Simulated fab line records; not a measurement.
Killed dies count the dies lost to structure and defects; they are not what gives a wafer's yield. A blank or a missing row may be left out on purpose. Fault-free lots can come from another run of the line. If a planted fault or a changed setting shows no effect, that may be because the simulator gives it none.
Which tool did it? :: flow nand_harc :: Sampling: 6 lots, 18 wafers, 4 of 1159 route steps

== WHAT THE GAUGES READ, wafer by wafer ==
NHARC_P_GATE_INSPECT_68.
lot: L814
measured: day 5 15:29
on: defect_inspect-01
raw_defect_count: 146 222 126

lot: L817
measured: day 6 04:20
on: defect_inspect-02
raw_defect_count: 172 173 193

lot: L821
measured: day 7 04:07
on: defect_inspect-02
raw_defect_count: 148 228 185

lot: L824
measured: day 8 02:21
on: defect_inspect-02
raw_defect_count: 151 131 137

lot: L825
measured: day 8 15:50
on: defect_inspect-02
raw_defect_count: 213 151 178

lot: L828
measured: day 8 22:58
on: defect_inspect-01
raw_defect_count: 489 546 437

== WHAT TOOL EACH LOT RAN ON (gives the tool, then ch and the chambers of the sampled wafers, and finally the start) ==
lot: L814
NHARC_P_GATE_STRIP_75: plasma_asher-02 ch 0,1, day 5 09:45
NHARC_P_GATE_STRIP_113: plasma_asher-02 ch 0, day 5 12:58
NHARC_P_GATE_RTA_80: rtp_anneal-01 ch 0, day 5 14:50

lot: L817
NHARC_P_GATE_STRIP_75: plasma_asher-01 ch 0,1, day 5 22:15
NHARC_P_GATE_STRIP_113: plasma_asher-02 ch 0,1, day 6 01:44
NHARC_P_GATE_RTA_80: rtp_anneal-02 ch 0, day 6 03:41

lot: L821
NHARC_P_GATE_STRIP_75: plasma_asher-01 ch 0,1, day 6 22:18
NHARC_P_GATE_STRIP_113: plasma_asher-01 ch 0,1, day 7 01:34
NHARC_P_GATE_RTA_80: rtp_anneal-02 ch 0, day 7 03:26

lot: L824
NHARC_P_GATE_STRIP_75: plasma_asher-01 ch 0,1, day 7 20:40
NHARC_P_GATE_STRIP_113: plasma_asher-02 ch 0,1, day 8 00:05
NHARC_P_GATE_RTA_80: rtp_anneal-01 ch 0, day 8 01:41

lot: L825
NHARC_P_GATE_STRIP_75: plasma_asher-01 ch 0,1, day 8 09:44
NHARC_P_GATE_STRIP_113: plasma_asher-01 ch 0,1, day 8 13:32
NHARC_P_GATE_RTA_80: rtp_anneal-01 ch 0, day 8 15:14

lot: L828
NHARC_P_GATE_STRIP_75: plasma_asher-01 ch 0, day 8 16:28
NHARC_P_GATE_STRIP_113: plasma_asher-01 ch 0,1, day 8 20:33
NHARC_P_GATE_RTA_80: rtp_anneal-02 ch 0, day 8 22:19
- NHARC_P_GATE_STRIP_75: strips in O2.
- NHARC_P_GATE_STRIP_113: strips in N2/H2, time 740 s.
- NHARC_P_GATE_RTA_80: time 30 s.

== THE ANSWER, worked out from the rows above alone ==
Rule: the lots themselves supply what counts as usual. Put in order of their means at a reading, lots are off if they are a third of the lots or fewer, leave a main group of 4 or more, and stand apart from it by a gap of 3 or more times the standard deviation of the main group's means; of several such gaps the widest counts. Not used: any main group whose means are identical at the precision the tables above print for the reading. A lot without any number at a reading at which 4 lots or more have one is off too. Where the step has rows for the other lots, those lots are counted as sound.
Off: L828 (NHARC_P_GATE_INSPECT_68, raw_defect_count). Main group: mean 170, sd 17.
A tool fits if, at a process step before that reading, it ran every lot that is off, and no sound lot after the first of them. Those tools and the gauges at NHARC_P_GATE_INSPECT_68 are tried in the same way. Can't be told from this: 3 tools fit, plasma_asher-01 at NHARC_P_GATE_STRIP_75 and NHARC_P_GATE_STRIP_113, rtp_anneal-02 at NHARC_P_GATE_RTA_80, defect_inspect-01 at NHARC_P_GATE_INSPECT_68.

== WHAT THE SIMULATOR HAD INSERTED ==
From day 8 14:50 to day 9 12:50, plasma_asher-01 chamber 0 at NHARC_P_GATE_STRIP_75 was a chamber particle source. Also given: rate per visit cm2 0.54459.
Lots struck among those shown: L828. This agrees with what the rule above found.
